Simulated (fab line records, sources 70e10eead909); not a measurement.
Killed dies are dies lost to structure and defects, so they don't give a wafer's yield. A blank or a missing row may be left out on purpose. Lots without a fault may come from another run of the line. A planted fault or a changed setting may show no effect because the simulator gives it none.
Chamber matching | flow nand_harc | NHARC_P_GATE_DESCUM_13 on rie_diel-10: 4 sister chambers
The step chemistry O2, time 3 s. 8 wafers are shown with their chamber, then 8 later ones without.

WAFERS WITH THEIR CHAMBER
wafer  | chamber | showerhead_plenum_p_Torr (Torr) | drypump_motor_current_A (A)
L638.5 | 3       | 2.05                            | 5.90
L641.2 | 3       | 2.05                            | 5.88
L645.5 | 2       | 1.99                            | 6.08
L645.6 | 1       | 1.92                            | 5.60
L649.2 | 0       | 2.03                            | 5.32
L649.4 | 1       | 1.92                            | 5.63
L649.5 | 0       | 2.03                            | 5.32
L654.1 | 2       | 1.98                            | 6.02

WAFERS WITHOUT THEIR CHAMBER
wafer  | showerhead_plenum_p_Torr (Torr) | drypump_motor_current_A (A)
L654.3 | 1.91                            | 5.66
L654.4 | 2.05                            | 5.90
L656.1 | 1.91                            | 5.65
L656.2 | 2.05                            | 5.90
L656.3 | 1.98                            | 6.05
L657.2 | 1.91                            | 5.61
L657.5 | 2.04                            | 5.88
L657.6 | 1.98                            | 6.06

WHICH CHAMBER EACH WENT THROUGH
wafer  | from the rows above | in truth
L654.3 | 1                   | 1
L654.4 | 3                   | 3
L656.1 | 1                   | 1
L656.2 | 3                   | 3
L656.3 | 2                   | 2
L657.2 | 1                   | 1
L657.5 | 3                   | 3
L657.6 | 2                   | 2
Placed correctly: 8 of 8. Can't be placed from these rows: 0. Placed wrongly: 0.
How it was worked out, from the rows above alone: a wafer's distance from a chamber is the root of the sum, over the readings, of the square of ((its reading less the chamber's mean) divided by the reading's scatter). The wafer belongs to the nearest chamber; if the next one is less than 2 further off, it can't be placed. A chamber's mean is the mean of its shown wafers. The scatter: the root of (the sum of the squares of (reading less its chamber's mean) over the shown wafers, divided by (wafers less chambers)).
